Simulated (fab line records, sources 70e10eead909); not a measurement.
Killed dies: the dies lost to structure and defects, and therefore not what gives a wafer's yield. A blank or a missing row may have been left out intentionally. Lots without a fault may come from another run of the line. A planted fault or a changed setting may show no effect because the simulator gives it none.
Which tool was responsible? || flow nandHarc || 12 lots with 36 wafers sampled at 6 steps, on a route of 1302 steps

## WHAT THE GAUGES SHOWED, per wafer
NHARC_A_CONTACT_OVL_MEAS_43. Usual: overlayXNm 0.2 nm, standard deviation 0.82; overlayYNm 0.0 nm, standard deviation 0.85.
{"lot": "L709", "measured": "day 21 10:49", "on": "overlay-02", "overlayXNm (nm)": "0.4 0.7 1.2", "overlayYNm (nm)": "-0.7 -1.0 -0.5", "flag": ""}
{"lot": "L710", "measured": "day 21 22:54", "on": "overlay-01", "overlayXNm (nm)": "1.0 0.2 1.0", "overlayYNm (nm)": "-1.7 -0.4 -1.2", "flag": ""}
{"lot": "L711", "measured": "day 22 11:47", "on": "overlay-02", "overlayXNm (nm)": "-0.2 -0.3 0.2", "overlayYNm (nm)": "1.2 1.4 1.1", "flag": ""}
{"lot": "L712", "measured": "day 22 10:40", "on": "overlay-02", "overlayXNm (nm)": "0.8 0.6 0.9", "overlayYNm (nm)": "0.0 -0.1 -0.2", "flag": ""}
{"lot": "L714", "measured": "day 23 13:04", "on": "overlay-02", "overlayXNm (nm)": "1.5 1.6 2.3", "overlayYNm (nm)": "-0.9 -0.9 -1.1", "flag": ""}
{"lot": "L720", "measured": "day 25 09:56", "on": "overlay-02", "overlayXNm (nm)": "7.7 7.8 7.8", "overlayYNm (nm)": "0.3 0.4 -0.1", "flag": "OFF"}
{"lot": "L722", "measured": "day 26 11:49", "on": "overlay-01", "overlayXNm (nm)": "7.3 7.7 7.9", "overlayYNm (nm)": "0.2 1.0 0.6", "flag": "OFF"}
{"lot": "L724", "measured": "day 27 03:20", "on": "overlay-01", "overlayXNm (nm)": "0.1 0.8 0.5", "overlayYNm (nm)": "1.4 1.0 1.5", "flag": ""}
{"lot": "L723", "measured": "day 27 02:28", "on": "overlay-01", "overlayXNm (nm)": "7.8 7.7 7.4", "overlayYNm (nm)": "0.5 0.9 0.7", "flag": "OFF"}
{"lot": "L728", "measured": "day 29 02:14", "on": "overlay-02", "overlayXNm (nm)": "0.6 0.2 0.3", "overlayYNm (nm)": "0.0 -0.3 -0.1", "flag": ""}
{"lot": "L727", "measured": "day 29 04:53", "on": "overlay-02", "overlayXNm (nm)": "0.3 1.2 0.3", "overlayYNm (nm)": "0.8 0.7 0.4", "flag": ""}
{"lot": "L732", "measured": "day 30 07:00", "on": "overlay-02", "overlayXNm (nm)": "-0.1 -0.1 -1.0", "overlayYNm (nm)": "0.2 0.1 0.0", "flag": ""}

NHARC_END_SORT_01. Usual: killedAtArray 46, standard deviation 15; killedAtOther 1.0, standard deviation 1.3; killedAtPeriphery 4, standard deviation 3; killedDies 51, standard deviation 15; killedOpen 3.2, standard deviation 1.8; killedShort 2.5, standard deviation 1.5.
{"lot": "L720", "measured": "day 28 16:05", "on": "prober-02", "killedAtArray": "33 36 19", "killedAtOther": "0 0 0", "killedAtPeriphery": "2 7 5", "killedDies": "35 43 24", "killedOpen": "6 2 3", "killedShort": "5 3 2", "flag": ""}
{"lot": "L722", "measured": "day 29 12:16", "on": "prober-01", "killedAtArray": "39 43 40", "killedAtOther": "1 0 0", "killedAtPeriphery": "5 7 1", "killedDies": "45 50 41", "killedOpen": "3 1 3", "killedShort": "3 2 3", "flag": ""}
{"lot": "L723", "measured": "day 30 02:52", "on": "prober-02", "killedAtArray": "72 64 75", "killedAtOther": "1 3 2", "killedAtPeriphery": "7 3 2", "killedDies": "80 70 79", "killedOpen": "3 6 2", "killedShort": "1 5 1", "flag": ""}

## EACH LOT AND THE TOOL THAT RAN IT (in order: tool; ch and the chambers of the sampled wafers; start)
{"lot": "L709", "NHARC_A_WL_FILL_ETCHBACK_17": "rieMetal-01 ch 0,1, day 20 23:16", "NHARC_A_WL_FILL_ALD_19": "aldMetal-01 ch 0,1,2, day 21 03:39", "NHARC_A_CONTACT_EXPOSE_39": "arfiScanner-01 ch 0, day 21 10:35", "NHARC_A_CONTACT_ETCH_115": "harCapEtch-02 ch 0,1, day 21 13:26"}
{"lot": "L710", "NHARC_A_WL_FILL_ETCHBACK_17": "rieMetal-01 ch 0,1, day 21 08:18", "NHARC_A_WL_FILL_ALD_19": "aldMetal-04 ch 0,3, day 21 13:42", "NHARC_A_CONTACT_EXPOSE_39": "arfiScanner-02 ch 0, day 21 22:41", "NHARC_A_CONTACT_ETCH_115": "harCapEtch-02 ch 0,1, day 22 01:35"}
{"lot": "L711", "NHARC_A_WL_FILL_ETCHBACK_17": "rieMetal-01 ch 0,1, day 21 18:02", "NHARC_A_WL_FILL_ALD_19": "aldMetal-04 ch 2,3, day 22 00:31", "NHARC_A_CONTACT_EXPOSE_39": "arfiScanner-03 ch 0, day 22 11:33", "NHARC_A_CONTACT_ETCH_115": "harCapEtch-03 ch 0,1, day 22 14:39"}
{"lot": "L712", "NHARC_A_WL_FILL_ETCHBACK_17": "rieMetal-02 ch 1, day 21 19:12", "NHARC_A_WL_FILL_ALD_19": "aldMetal-01 ch 0,1, day 22 00:31", "NHARC_A_CONTACT_EXPOSE_39": "arfiScanner-02 ch 0, day 22 10:27", "NHARC_A_CONTACT_ETCH_115": "harCapEtch-01 ch 1, day 22 13:43"}
{"lot": "L714", "NHARC_A_WL_FILL_ETCHBACK_17": "rieMetal-02 ch 0,1, day 23 00:30", "NHARC_A_WL_FILL_ALD_19": "aldMetal-02 ch 0,2, day 23 05:55", "NHARC_A_CONTACT_EXPOSE_39": "arfiScanner-01 ch 0, day 23 12:50", "NHARC_A_CONTACT_ETCH_115": "harCapEtch-01 ch 0,1, day 23 15:57"}
{"lot": "L720", "NHARC_A_WL_FILL_ETCHBACK_17": "rieMetal-02 ch 0,1, day 24 21:47", "NHARC_A_WL_FILL_ALD_19": "aldMetal-01 ch 0,1,2, day 25 03:12", "NHARC_A_CONTACT_EXPOSE_39": "arfiScanner-02 ch 0, day 25 09:43", "NHARC_A_CONTACT_ETCH_115": "harCapEtch-03 ch 0,1, day 25 12:38"}
{"lot": "L722", "NHARC_A_WL_FILL_ETCHBACK_17": "rieMetal-03 ch 0,1, day 25 22:26", "NHARC_A_WL_FILL_ALD_19": "aldMetal-04 ch 2,3, day 26 03:49", "NHARC_A_CONTACT_EXPOSE_39": "arfiScanner-02 ch 0, day 26 11:35", "NHARC_A_CONTACT_ETCH_115": "harCapEtch-01 ch 0,1, day 26 14:29"}
{"lot": "L724", "NHARC_A_WL_FILL_ETCHBACK_17": "rieMetal-02 ch 0,1, day 26 14:21", "NHARC_A_WL_FILL_ALD_19": "aldMetal-01 ch 0,2,3, day 26 19:49", "NHARC_A_CONTACT_EXPOSE_39": "arfiScanner-03 ch 0, day 27 03:06", "NHARC_A_CONTACT_ETCH_115": "harCapEtch-01 ch 0,1, day 27 06:02"}
{"lot": "L723", "NHARC_A_WL_FILL_ETCHBACK_17": "rieMetal-03 ch 0,1, day 26 14:23", "NHARC_A_WL_FILL_ALD_19": "aldMetal-04 ch 0,2, day 26 19:47", "NHARC_A_CONTACT_EXPOSE_39": "arfiScanner-02 ch 0, day 27 02:14", "NHARC_A_CONTACT_ETCH_115": "harCapEtch-03 ch 0,1, day 27 05:08"}
{"lot": "L728", "NHARC_A_WL_FILL_ETCHBACK_17": "rieMetal-03 ch 0,1, day 28 14:04", "NHARC_A_WL_FILL_ALD_19": "aldMetal-04 ch 1,3, day 28 19:36", "NHARC_A_CONTACT_EXPOSE_39": "arfiScanner-01 ch 0, day 29 02:01", "NHARC_A_CONTACT_ETCH_115": "harCapEtch-03 ch 0,1, day 29 04:53"}
{"lot": "L727", "NHARC_A_WL_FILL_ETCHBACK_17": "rieMetal-02 ch 0,1, day 28 14:56", "NHARC_A_WL_FILL_ALD_19": "aldMetal-02 ch 1,2,3, day 28 19:35", "NHARC_A_CONTACT_EXPOSE_39": "arfiScanner-03 ch 0, day 29 04:40", "NHARC_A_CONTACT_ETCH_115": "harCapEtch-01 ch 0,1, day 29 07:33"}
{"lot": "L732", "NHARC_A_WL_FILL_ETCHBACK_17": "rieMetal-03 ch 0,1, day 29 17:26", "NHARC_A_WL_FILL_ALD_19": "aldMetal-02 ch 0,1,3, day 29 22:54", "NHARC_A_CONTACT_EXPOSE_39": "arfiScanner-03 ch 0, day 30 06:46", "NHARC_A_CONTACT_ETCH_115": "harCapEtch-02 ch 0,1, day 30 09:38"}
- NHARC_A_WL_FILL_ETCHBACK_17: etches the open film in Cl2/BCl3, target depth 4 nm, time 26.7 s.
- NHARC_A_WL_FILL_ALD_19: deposits TiN, target thk 2 nm, pulse time 3 s, ald cycles 100.
- NHARC_A_CONTACT_EXPOSE_39: exposes mask A CC 3.
- NHARC_A_CONTACT_ETCH_115: etches the open film in C4F8/O2/Ar, time 190 s, target depth 1850 nm.

## WHAT THE TOOLS THEMSELVES READ (means of the sampled wafers that have a number; where no wafer has one, the mark that the record gives instead)
NHARC_A_WL_FILL_ETCHBACK_17. Usual: drypumpMotorCurrentA 5.6 A, standard deviation 0.42; oesProductAu 1.000 a.u., standard deviation 0.012.
{"lot": "L709", "tool": "rieMetal-01", "drypumpMotorCurrentA (A)": 5.7, "oesProductAu (a.u.)": 1.016, "flag": ""}
{"lot": "L710", "tool": "rieMetal-01", "drypumpMotorCurrentA (A)": 5.7, "oesProductAu (a.u.)": 1.019, "flag": ""}
{"lot": "L711", "tool": "rieMetal-01", "drypumpMotorCurrentA (A)": 5.4, "oesProductAu (a.u.)": 1.005, "flag": ""}
{"lot": "L712", "tool": "rieMetal-02", "drypumpMotorCurrentA (A)": 5.2, "oesProductAu (a.u.)": 0.984, "flag": ""}
{"lot": "L714", "tool": "rieMetal-02", "drypumpMotorCurrentA (A)": 5.5, "oesProductAu (a.u.)": 0.986, "flag": ""}
{"lot": "L720", "tool": "rieMetal-02", "drypumpMotorCurrentA (A)": 5.7, "oesProductAu (a.u.)": 0.995, "flag": ""}
{"lot": "L722", "tool": "rieMetal-03", "drypumpMotorCurrentA (A)": 5.9, "oesProductAu (a.u.)": 1.008, "flag": ""}
{"lot": "L724", "tool": "rieMetal-02", "drypumpMotorCurrentA (A)": 5.5, "oesProductAu (a.u.)": 0.987, "flag": ""}
{"lot": "L723", "tool": "rieMetal-03", "drypumpMotorCurrentA (A)": 5.7, "oesProductAu (a.u.)": 1.003, "flag": ""}
{"lot": "L728", "tool": "rieMetal-03", "drypumpMotorCurrentA (A)": 5.9, "oesProductAu (a.u.)": 1.003, "flag": ""}
{"lot": "L727", "tool": "rieMetal-02", "drypumpMotorCurrentA (A)": 5.6, "oesProductAu (a.u.)": 0.995, "flag": ""}
{"lot": "L732", "tool": "rieMetal-03", "drypumpMotorCurrentA (A)": 5.6, "oesProductAu (a.u.)": 0.996, "flag": ""}

NHARC_A_WL_FILL_ALD_19. Usual: heaterPowerW 1064 W, standard deviation 120; precursorPulseHeightRel 0.999, standard deviation 0.02.
{"lot": "L709", "tool": "aldMetal-01", "heaterPowerW (W)": 1186, "precursorPulseHeightRel": 1.006, "flag": ""}
{"lot": "L710", "tool": "aldMetal-04", "heaterPowerW (W)": 998, "precursorPulseHeightRel": 1.013, "flag": ""}
{"lot": "L711", "tool": "aldMetal-04", "heaterPowerW (W)": 1038, "precursorPulseHeightRel": 1.005, "flag": ""}
{"lot": "L712", "tool": "aldMetal-01", "heaterPowerW (W)": 1147, "precursorPulseHeightRel": 0.990, "flag": ""}
{"lot": "L714", "tool": "aldMetal-02", "heaterPowerW (W)": 1049, "precursorPulseHeightRel": 1.007, "flag": ""}
{"lot": "L720", "tool": "aldMetal-01", "heaterPowerW (W)": 1175, "precursorPulseHeightRel": 0.995, "flag": ""}
{"lot": "L722", "tool": "aldMetal-04", "heaterPowerW (W)": 1054, "precursorPulseHeightRel": 1.011, "flag": ""}
{"lot": "L724", "tool": "aldMetal-01", "heaterPowerW (W)": 1163, "precursorPulseHeightRel": 0.994, "flag": ""}
{"lot": "L723", "tool": "aldMetal-04", "heaterPowerW (W)": 1072, "precursorPulseHeightRel": 1.005, "flag": ""}
{"lot": "L728", "tool": "aldMetal-04", "heaterPowerW (W)": 927, "precursorPulseHeightRel": 1.009, "flag": ""}
{"lot": "L727", "tool": "aldMetal-02", "heaterPowerW (W)": 965, "precursorPulseHeightRel": 1.018, "flag": ""}
{"lot": "L732", "tool": "aldMetal-02", "heaterPowerW (W)": 973, "precursorPulseHeightRel": 1.006, "flag": ""}

## THE ANSWER, worked out from the rows above alone
Rule: lot off if the mean of its wafers having a number is beyond 3 standard deviations from the usual mean. Also off: a lot with no number at a reading for which 4 or more lots have one. All remaining lots with rows at the step are treated as sound. The gauges are gone through in route order, then the tools' own readings, and for those a lot's mean is taken as printed above. The first step at which some lot is off is used, and at that step the reading that is off furthest; a lot without a number counts as furthest.
Off, at NHARC_A_CONTACT_OVL_MEAS_43 on overlayXNm: L720, L722, L723.
If a tool, at a process step before that reading, ran all the lots that are off and no sound lot after the first of them, it fits. Those tools and the gauges at NHARC_A_CONTACT_OVL_MEAS_43 are tried in the same way. One candidate fits, namely arfiScanner-02 at NHARC_A_CONTACT_EXPOSE_39. A fault onset in the window from L712 (day 22 10:27, its last sound lot) to L720 (day 25 09:43, its first lot off) fits.

## WHAT HAD BEEN PUT IN BY THE SIMULATOR
Scanner matching overlay: arfiScanner-02, from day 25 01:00 on, at NHARC_A_CONTACT_EXPOSE_39. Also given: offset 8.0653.
Lots struck among those shown: L720, L722, L723. The rule above reached the same finding.
